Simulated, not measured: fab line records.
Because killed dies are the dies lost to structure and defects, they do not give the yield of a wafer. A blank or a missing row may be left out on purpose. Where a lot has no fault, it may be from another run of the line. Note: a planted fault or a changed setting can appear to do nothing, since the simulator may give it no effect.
fab line records | flow nandHarc
[record] lots = 13 | wafers = 39 | lastDay = 24
route steps=1159 shown P_ZERO_WELL@41 P_CONTACT@244 P_M0@270 END@1159
lots that met no fault: taken from a fault-free run of the same line
startH: the number of hours between the record's first day and the start of the first shown wafer of the lot | waitH: hours from the lot's prior step to this one | " identical to the entry in the row above | L1.1+2: a single row standing in for several wafers | - no value present, or no start provided | * or withheld: withheld | < > ~ a bound
route shown NAME@n: names a module that has steps shown in the file, with the first one's number in the route | usual: average and standard deviation across the fault-free wafers | same: alike in all rows | chamber/n: place in a boat | sites: readings site by site | _std_site: the standard deviation of these | _edge_site: mean of outer sites minus mean of inner sites | radiusMm: how far each site lies from the wafer's centre | mask NAME#n: copy n | behind: the last tool/chamber to shape the wafer | hold: cause of the lot's hold/its duration in hours/its outcome | device: the n, p or np transistor that did not switch | end of line: tests run on the same wafers once the route is complete | a step with no rows: only its recipe | killed: at the first sort, the dies lost to defects and structure; wafer yield is something else | map: a wafer's dies, x killed, . not, _ none there
set.NAME: the setting the step ran with; set.NAME@STEP: the setting that earlier step ran with | model.NAME: the simulator's own value behind a step, which no gauge read
one table for each step of the route and one row for each wafer, over a sample of lots
services: the hour from which a tool's chamber was out of use, counted from the record's first day as startH (under 0 if before that day), plus the number of hours and why
[[steps]]
[step NHARC_P_ZERO_WELL_EXPOSE_34]
[recipe] na = 0.6 | targetCdNm = 720 | doseMj = 22.31 | maskId = P_PWELL
lot.wafer  | tool          | chamber | startH | waitH | mask
L996.1+4+6 | krfScanner-02 | 0       | 22.05  | -     | P_PWELL#0
L997.1+4+6 | krfScanner-03 | 0       | 27.96  | -     | P_PWELL#0
L998.4+5+6 | krfScanner-03 | 0       | 33.86  | -     | P_PWELL#0
L999.2+4+6 | krfScanner-03 | 0       | 40.03  | -     | P_PWELL#0
L102.1+4+5 | krfScanner-03 | 0       | 57.84  | -     | P_HVPW#0
L110.1+4+5 | krfScanner-01 | 0       | 106.37 | -     | P_PWELL#0
L111.1+2+5 | krfScanner-01 | 0       | 111.86 | -     | P_PWELL#0
L112.3+4+5 | krfScanner-02 | 0       | 118.04 | -     | P_PWELL#0
L113.3+4+6 | krfScanner-03 | 0       | 124.20 | -     | P_PWELL#0
L114.3+5+6 | krfScanner-02 | 0       | 130.09 | -     | P_PWELL#0
L115.2+3+4 | krfScanner-03 | 0       | 136.19 | -     | P_PWELL#0
L117.3+4+5 | krfScanner-02 | 0       | 147.99 | -     | P_PWELL#0
L118.3+5+6 | krfScanner-01 | 0       | 154.14 | -     | P_PWELL#0
[step NHARC_P_ZERO_WELL_CD_MEAS_37]
[recipe] targetCdNm = 720 | landingEnergyEv = 500
[usual] cdNm = 719.3/1.8
lot.wafer | tool     | chamber | startH | waitH | cdNm
L996.1    | cdSem-03 | 0       | 22.21  | -     | 722.5
L996.4    | "        | 0       | "      | "     | 719.0
L996.6    | "        | 0       | "      | "     | 720.3
L997.1    | cdSem-02 | 0       | 28.11  | -     | 716.3
L997.4    | "        | 0       | "      | "     | 717.8
L997.6    | "        | 0       | "      | "     | 717.1
L998.4    | cdSem-03 | 0       | 34.01  | -     | 718.0
L998.5    | "        | 0       | "      | "     | 719.1
L998.6    | "        | 0       | "      | "     | 719.3
L999.2    | cdSem-03 | 0       | 40.18  | -     | 720.5
L999.4    | "        | 0       | "      | "     | 720.4
L999.6    | "        | 0       | "      | "     | 717.4
L102.1    | cdSem-01 | 0       | 58.00  | -     | -
L102.4    | "        | 0       | "      | "     | -
L102.5    | "        | 0       | "      | "     | -
L110.1    | cdSem-03 | 0       | 106.53 | -     | 720.3
L110.4    | "        | 0       | "      | "     | 720.5
L110.5    | "        | 0       | "      | "     | 718.8
L111.1    | cdSem-01 | 0       | 112.02 | -     | 718.9
L111.2    | "        | 0       | "      | "     | 717.6
L111.5    | "        | 0       | "      | "     | 719.3
L112.3    | cdSem-03 | 0       | 118.19 | -     | 719.1
L112.4    | "        | 0       | "      | "     | 721.3
L112.5    | "        | 0       | "      | "     | 722.4
L113.3    | cdSem-03 | 0       | 124.35 | -     | 719.5
L113.4    | "        | 0       | "      | "     | 719.1
L113.6    | "        | 0       | "      | "     | 713.2
L114.3    | cdSem-02 | 0       | 130.24 | -     | 716.7
L114.5    | "        | 0       | "      | "     | 720.1
L114.6    | "        | 0       | "      | "     | 719.7
L115.2    | cdSem-01 | 0       | 136.34 | -     | 721.7
L115.3    | "        | 0       | "      | "     | 720.8
L115.4    | "        | 0       | "      | "     | 721.4
L117.3    | cdSem-03 | 0       | 148.14 | -     | 715.7
L117.4    | "        | 0       | "      | "     | 718.1
L117.5    | "        | 0       | "      | "     | 718.9
L118.3    | cdSem-03 | 0       | 154.29 | -     | 717.5
L118.5    | "        | 0       | "      | "     | 718.4
L118.6    | "        | 0       | "      | "     | 718.1
[step NHARC_P_CONTACT_DEGAS_38]
[recipe] tempC = 300 | timeS = 60
[usual] heaterPowerW = 460/37
lot.wafer | tool          | chamber | startH | waitH | heaterPowerW
L996.4    | pvdSputter-01 | -       | 111.56 | -     | 449
L996.1    | "             | -       | "      | "     | 520
L996.6    | "             | -       | "      | "     | 447
L998.4    | pvdSputter-01 | -       | 130.02 | -     | 508
L998.6    | "             | -       | "      | "     | 439
L998.5    | "             | -       | "      | "     | 511
L999.4    | pvdSputter-03 | -       | 132.03 | -     | 463
L999.2    | "             | -       | "      | "     | 471
L999.6    | "             | -       | "      | "     | 474
L997.1    | pvdSputter-01 | -       | 136.28 | -     | 442
L997.4    | "             | -       | "      | "     | 385
L997.6    | "             | -       | "      | "     | 432
L110.4    | pvdSputter-02 | -       | 206.76 | -     | 410
L110.1    | "             | -       | "      | "     | 512
L110.5    | "             | -       | "      | "     | 517
L111.1    | pvdSputter-01 | -       | 207.92 | -     | 510
L111.2    | "             | -       | "      | "     | 472
L111.5    | "             | -       | "      | "     | 397
L112.4    | pvdSputter-03 | -       | 214.28 | -     | 442
L112.3    | "             | -       | "      | "     | 491
L112.5    | "             | -       | "      | "     | 437
L114.3    | pvdSputter-01 | -       | 219.38 | -     | 459
L114.5    | "             | -       | "      | "     | 402
L114.6    | "             | -       | "      | "     | 474
L113.3    | pvdSputter-03 | -       | 219.69 | -     | 481
L113.4    | "             | -       | "      | "     | 471
L113.6    | "             | -       | "      | "     | 460
L115.4    | pvdSputter-01 | -       | 234.40 | -     | 401
L115.3    | "             | -       | "      | "     | 491
L115.2    | "             | -       | "      | "     | 507
L117.3    | pvdSputter-03 | -       | 241.32 | -     | 482
L117.4    | "             | -       | "      | "     | 454
L117.5    | "             | -       | "      | "     | 481
L118.3    | pvdSputter-03 | -       | 250.55 | -     | 472
L118.6    | "             | -       | "      | "     | 487
L118.5    | "             | -       | "      | "     | 438
[step NHARC_P_M0_STRIP_18]
[recipe] powerW = 1000 | n2FlowSccm = 150 | h2FlowSccm = 150 | arFlowSccm = 0 | biasW = 0 | chemistry = N2/H2
[usual] drypumpMotorCurrentA = 5.7/0.4 | oesProductAu = 1.002/0.0098 | powerW = 1000/3.1 | rfVppV = 90.5/1.1 | showerheadPlenumPTorr = 2.02/0.092 | throttleValvePct = 14.170/0.01
lot.wafer | tool       | chamber | startH | waitH | drypumpMotorCurrentA | oesProductAu | powerW | rfHoursCounterH | rfVppV | showerheadPlenumPTorr | throttleValvePct
L996.4    | rieDiel-05 | 1       | 120.04 | 0.1   | 5.6                  | 1.001        | 1002   | 9               | 92.6   | 2.01                  | 14.168
L996.1    | "          | 3       | "      | "     | 6.4                  | 0.994        | 1003   | 9               | 91.3   | 1.91                  | 14.183
L996.6    | "          | 0       | "      | "     | 5.5                  | 0.985        | 997    | -               | 92.7   | 2.16                  | 14.160
L998.4    | rieDiel-10 | 0       | 133.11 | 0.1   | 5.4                  | 0.999        | 998    | 10              | 89.3   | 2.02                  | 14.162
L998.5    | "          | 3       | "      | "     | 6.3                  | 0.994        | 1000   | -               | 90.0   | 2.04                  | 14.164
L998.6    | "          | 0       | "      | "     | 5.4                  | 1.008        | 998    | -               | 90.5   | 2.02                  | 14.172
L999.2    | rieDiel-05 | 2       | 138.21 | 0.1   | 5.8                  | 0.995        | 994    | 10              | 91.2   | 1.95                  | 14.180
L999.4    | "          | 3       | "      | "     | 6.4                  | 0.998        | 996    | 10              | 89.9   | 1.91                  | 14.165
L999.6    | "          | 1       | "      | "     | 5.6                  | 1.010        | 995    | -               | 90.5   | 2.01                  | 14.179
L997.1    | rieDiel-10 | 0       | 141.87 | 0.1   | 5.4                  | 0.998        | 996    | 10              | 92.4   | 2.02                  | 14.167
L997.4    | "          | 2       | "      | "     | 5.9                  | 1.010        | 1004   | 9               | 89.2   | 2.06                  | 14.159
L997.6    | "          | 0       | "      | "     | 5.4                  | 0.996        | 998    | -               | 89.7   | 2.02                  | 14.173
L110.1    | rieDiel-10 | 2       | 215.03 | 0.1   | 5.9                  | 0.993        | 1004   | 4               | 91.8   | 2.06                  | 14.152
L110.4    | "          | 3       | "      | "     | 6.3                  | 1.005        | 998    | 3               | 88.7   | 2.04                  | 14.178
L110.5    | "          | 1       | "      | "     | 5.1                  | 1.018        | 1003   | -               | 93.1   | 2.18                  | 14.177
L111.2    | rieDiel-05 | 0       | 215.51 | 0.1   | 5.5                  | 0.999        | 1001   | 2               | 90.6   | 2.16                  | 14.168
L111.1    | "          | 1       | "      | "     | 5.6                  | 0.993        | 1001   | 2               | 89.7   | 2.01                  | 14.181
L111.5    | "          | 0       | "      | "     | 5.5                  | 0.985        | 998    | -               | 91.9   | 2.16                  | 14.178
L112.4    | rieDiel-05 | 1       | 221.95 | 0.1   | 5.6                  | 1.007        | 1006   | 2               | 89.5   | 2.01                  | 14.174
L112.3    | "          | 3       | "      | "     | 6.4                  | 1.011        | 1000   | 3               | 88.2   | 1.90                  | 14.178
L112.5    | "          | 0       | "      | "     | 5.5                  | 1.000        | 998    | -               | 90.5   | 2.16                  | 14.177
L114.3    | rieDiel-10 | 1       | 222.43 | 0.1   | 5.2                  | 1.024        | 1005   | 5               | 91.5   | 2.18                  | 14.188
L114.5    | "          | 2       | "      | "     | 5.9                  | 1.002        | 999    | -               | 90.2   | 2.06                  | 14.166
L114.6    | "          | 3       | "      | "     | 6.3                  | 1.006        | 1002   | -               | 90.3   | 2.04                  | 14.174
L113.4    | rieDiel-05 | 0       | 222.67 | 0.1   | 5.5                  | 1.004        | 1002   | 2               | 91.7   | 2.16                  | 14.170
L113.3    | "          | 3       | "      | "     | 6.4                  | 0.999        | 1005   | 3               | 89.7   | 1.90                  | 14.161
L113.6    | "          | 1       | "      | "     | 5.6                  | 1.007        | 1002   | -               | 89.0   | 2.00                  | 14.177
L115.2    | rieDiel-10 | 3       | 237.24 | 0.1   | 6.3                  | 0.996        | 999    | 5               | 91.4   | 2.04                  | 14.182
L115.3    | "          | 1       | "      | "     | 5.2                  | 1.007        | 1001   | 6               | 90.7   | 2.18                  | 14.185
L115.4    | "          | 2       | "      | "     | 5.9                  | 0.989        | 1004   | 5               | 89.8   | 2.06                  | 14.175
L117.4    | rieDiel-10 | 1       | 247.84 | 0.1   | 5.2                  | 1.007        | 1003   | 7               | 89.8   | 2.18                  | 14.185
L117.3    | "          | 2       | "      | "     | 5.9                  | 0.990        | 1002   | 6               | 91.0   | 2.06                  | 14.169
L117.5    | "          | 1       | "      | "     | 5.2                  | 1.021        | 1008   | -               | 91.1   | 2.18                  | 14.180
L118.3    | rieDiel-05 | 2       | 255.79 | 0.1   | 5.8                  | 1.005        | 999    | 5               | 90.5   | 1.95                  | 14.169
L118.6    | "          | 2       | "      | "     | 5.8                  | 1.007        | 999    | -               | 90.6   | 1.95                  | 14.167
L118.5    | "          | 3       | "      | "     | 6.4                  | 0.996        | 994    | -               | 90.2   | 1.90                  | 14.163
[step NHARC_P_M0_THK_MEAS_24]
[recipe] thkMeasGauge = xrf
[usual] thkNm = 117.1/1.5
lot.wafer | tool         | chamber | startH | waitH | thkNm
L996.1    | filmMetro-01 | -       | 121.95 | -     | 116.1
L996.4    | "            | -       | "      | "     | 118.9
L996.6    | "            | -       | "      | "     | 115.9
L998.4    | filmMetro-01 | -       | 135.33 | -     | 116.6
L998.5    | "            | -       | "      | "     | 118.6
L998.6    | "            | -       | "      | "     | 117.3
L999.2    | filmMetro-02 | -       | 140.13 | -     | 115.4
L999.4    | "            | -       | "      | "     | 116.4
L999.6    | "            | -       | "      | "     | 116.3
L997.1    | filmMetro-02 | -       | 143.81 | -     | 114.1
L997.4    | "            | -       | "      | "     | 118.5
L997.6    | "            | -       | "      | "     | 118.1
L110.1    | filmMetro-02 | -       | 216.94 | -     | 118.2
L110.4    | "            | -       | "      | "     | 118.0
L110.5    | "            | -       | "      | "     | 120.0
L111.1    | filmMetro-01 | -       | 217.48 | -     | 116.9
L111.2    | "            | -       | "      | "     | 119.9
L111.5    | "            | -       | "      | "     | 117.5
L112.3    | filmMetro-01 | -       | 223.90 | -     | 120.6
L112.4    | "            | -       | "      | "     | 117.6
L112.5    | "            | -       | "      | "     | 120.1
L114.3    | filmMetro-02 | -       | 224.31 | -     | 116.8
L114.5    | "            | -       | "      | "     | 118.4
L114.6    | "            | -       | "      | "     | 117.0
L113.3    | filmMetro-01 | -       | 224.63 | -     | 116.6
L113.4    | "            | -       | "      | "     | 117.5
L113.6    | "            | -       | "      | "     | 113.2
L115.2    | filmMetro-02 | -       | 239.24 | -     | 117.5
L115.3    | "            | -       | "      | "     | 120.6
L115.4    | "            | -       | "      | "     | 117.7
L117.3    | filmMetro-02 | -       | 249.76 | -     | 117.6
L117.4    | "            | -       | "      | "     | 116.4
L117.5    | "            | -       | "      | "     | 115.5
L118.3    | filmMetro-01 | -       | 257.91 | -     | 116.3
L118.5    | "            | -       | "      | "     | 114.9
L118.6    | "            | -       | "      | "     | 114.9
[step NHARC_END_SORT_01]
[recipe] tempC = 25
[usual] killedAtArray = 26/11 | killedAtOther = 0.6/1 | killedAtPeriphery = 3.1/2.1 | killedDies = 30/11 | killedOpen = 3.4/1.8 | killedShort = 2.1/1.5
[same] grossDies = 677
lot.wafer | tool      | chamber | startH | waitH | killedAtArray | killedAtOther | killedAtPeriphery | killedDies | killedOpen | killedShort
L102.1    | prober-01 | 0       | 502.31 | 2.5   | 25            | 0             | 652               | 677        | 1          | 4
L102.4    | prober-01 | 0       | 504.70 | 3.4   | 34            | 1             | 642               | 677        | 3          | 1
L102.5    | prober-01 | 0       | 505.50 | 3.7   | 28            | 2             | 647               | 677        | 3          | 1
// killed by level:class
L102.1 P_ZERO_WELL:areaExpose=649 A_SLIT:chamberFilmFlake=11 A_SGD_CUT:chamberFilmFlake=5 A_CHANNEL_FILL_D1:chamberFilmFlake=3 A_CHANNEL_HOLE_D1:chamberFilmFlake=2 P_CONTACT:geometricParticle:short=1 A_CHANNEL_FILL_D1:geometricParticle:short=1 A_CHANNEL_FILL_D1:geometricParticle:open=1
L102.4 P_ZERO_WELL:areaExpose=639 A_SLIT:chamberFilmFlake=12 A_CHANNEL_HOLE_D1:chamberFilmFlake=9 A_SGD_CUT:chamberFilmFlake=3 A_CONTACT:chamberFilmFlake=3 A_CHANNEL_FILL_D1:chamberFilmFlake=2 P_GATE:geometricParticle:open=1 A_ONON_D1:geometricParticle:short=1
L102.5 P_ZERO_WELL:areaExpose=646 A_SLIT:chamberFilmFlake=14 A_SGD_CUT:chamberFilmFlake=4 A_CONTACT:chamberFilmFlake=4 THIN_TSV:chamberFilmFlake=2 A_M1:geometricParticle:open=2 A_CHANNEL_HOLE_D1:chamberFilmFlake=2 P_M0:geometricParticle:short=1
[[services]]
tool          | chamber | startH | hours | kind
rieDiel-10    | -       | -0.50  | 9.0   | pm
krfScanner-03 | -       | 13.72  | 0.1   | repair
pvdSputter-02 | -       | 36.03  | 10.0  | pm
krfScanner-02 | -       | 38.00  | 4.0   | pm
rieDiel-05    | 0       | 48.21  | 12.5  | repair
pvdSputter-03 | -       | 56.54  | 5.8   | repair
krfScanner-01 | -       | 67.12  | 0.4   | repair
krfScanner-01 | -       | 74.48  | 9.6   | repair
krfScanner-01 | -       | 84.11  | 4.0   | pm
rieDiel-10    | -       | 85.42  | 0.1   | repair
pvdSputter-03 | -       | 102.00 | 10.0  | pm
rieDiel-10    | 3       | 104.03 | 17.4  | repair
krfScanner-03 | -       | 146.13 | 9.5   | repair
rieDiel-10    | 0       | 147.71 | 6.0   | repair
krfScanner-02 | -       | 152.48 | 0.2   | repair
pvdSputter-01 | -       | 158.02 | 10.0  | pm
rieDiel-05    | -       | 163.60 | 9.0   | pm
krfScanner-03 | -       | 168.02 | 4.0   | pm
rieDiel-10    | -       | 176.50 | 9.0   | pm
rieDiel-05    | 0       | 188.23 | 3.9   | repair
krfScanner-03 | -       | 192.37 | 0.7   | repair
krfScanner-03 | -       | 197.42 | 1.1   | repair
pvdSputter-03 | -       | 205.34 | 8.3   | repair
krfScanner-02 | -       | 210.00 | 4.0   | pm
[[key]]
[firstSign] step = NHARC_P_ZERO_WELL_EXPOSE_34 | reading = mask | direction = changed
[effect] step = NHARC_P_ZERO_WELL_CD_MEAS_37 | reading = cdNm | direction = missing
[effect] step = NHARC_END_SORT_01 | reading = killedAtPeriphery | direction = up | sigmas = 99+ | usual = 3.1 | struck = 647
[moreKillsBornAt] NHARC_P_ZERO_WELL_EXPOSE_34@krfScanner-03 = 1934
metAt NHARC_P_ZERO_WELL_EXPOSE_34
struckLots L102
laterRowsLeftOut L102.1,L102.4,L102.5
testerLeftOut L102
notActingAt NHARC_P_CONTACT_DEGAS_38,NHARC_P_M0_STRIP_18,NHARC_P_M0_THK_MEAS_24
onsetBetween 40.03 57.84
[fault] kind = wrongMask | tool = any | chamber = - | onsetH = 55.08 | steps = NHARC_P_ZERO_WELL_EXPOSE_34 | auxCopy = P_HVPW#0 | scope = struckLotsOnly
// testerLeftOut: of these lots the tester's yield and bins aren't shown, on N5 and GAA mostly nor the transistor test; their killed dies are dies lost to structure and defects alone, not to doping, threshold or leakage, so they don't give the yield
// laterRowsLeftOut: the simulator's readings of these wafers behind a module that went badly wrong aren't trusted and aren't shown, but for the sort
